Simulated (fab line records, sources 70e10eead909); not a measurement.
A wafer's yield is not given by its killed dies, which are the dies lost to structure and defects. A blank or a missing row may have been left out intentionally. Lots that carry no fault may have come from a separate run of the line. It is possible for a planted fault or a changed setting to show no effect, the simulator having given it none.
Matching of chambers ; flow nandHarc ; NHARC_P_GATE_DESCUM_31 on rieDiel-08 has 4 sister chambers
The step chemistry O2, time 3 s. 16 wafers are shown with their chamber, then 8 later ones without.

## EACH WAFER AND ITS CHAMBER
wafer;chamber;drypumpMotorCurrentA (A);oesProductAu (a.u.);rfVppV (V)
L967.2;2;4.9;1.003;58.0
L967.4;0;6.3;1.016;57.6
L967.5;3;6.2;0.989;56.5
L971.1;2;4.9;1.001;58.8
L971.4;3;6.2;0.995;57.3
L971.5;2;4.9;1.005;58.4
L970.1;3;6.2;0.998;55.9
L970.3;0;6.3;1.013;55.8
L970.4;1;6.1;0.987;56.8
L973.2;3;6.2;0.989;56.9
L973.4;2;4.9;0.986;58.0
L973.6;1;6.1;0.985;56.3
L974.1;1;6.1;0.985;58.2
L974.2;2;4.9;0.993;58.8
L974.6;1;6.2;0.985;57.3
L976.1;1;6.1;0.992;57.3

SIGNATURES, as means of the wafers listed above
reading;chamber 0;chamber 1;chamber 2;chamber 3;scatter within a chamber
drypumpMotorCurrentA;6.300;6.120;4.900;6.200;0.0258
oesProductAu;1.01450;0.98680;0.99760;0.99275;0.00543
rfVppV;56.700;57.180;58.400;56.650;0.666
Rule: distance of a wafer from a chamber = root of the sum over the readings of ((wafer's reading minus chamber's mean) / reading's scatter) squared. If the next closest chamber is less than 2 further off than the closest, the wafer can't be placed; otherwise it belongs to the closest. The scatter is the square root of a quotient: the sum, over the shown wafers, of each reading's squared deviation from its chamber's mean, divided by wafers minus chambers.

## WAFERS WITH NO CHAMBER GIVEN
wafer;drypumpMotorCurrentA (A);oesProductAu (a.u.);rfVppV (V)
L976.3;6.2;1.002;56.8
L976.4;6.3;1.013;58.2
L987.1;4.9;0.991;57.9
L987.3;6.1;0.984;57.8
L987.5;4.9;0.997;57.5
L988.2;4.9;0.992;59.5
L988.4;6.2;1.002;57.9
L988.5;6.1;0.976;57.9

## CHAMBER TAKEN BY EACH
wafer;from the rows above;in truth
L976.3;3;3
L976.4;0;0
L987.1;2;2
L987.3;1;1
L987.5;2;2
L988.2;2;2
L988.4;can't be placed: 3 or 1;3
L988.5;1;1
Correct placement for 7 of the 8. Can't be placed from these rows: 1 (the true chamber is among the candidates in 1). Number placed wrongly: 0.
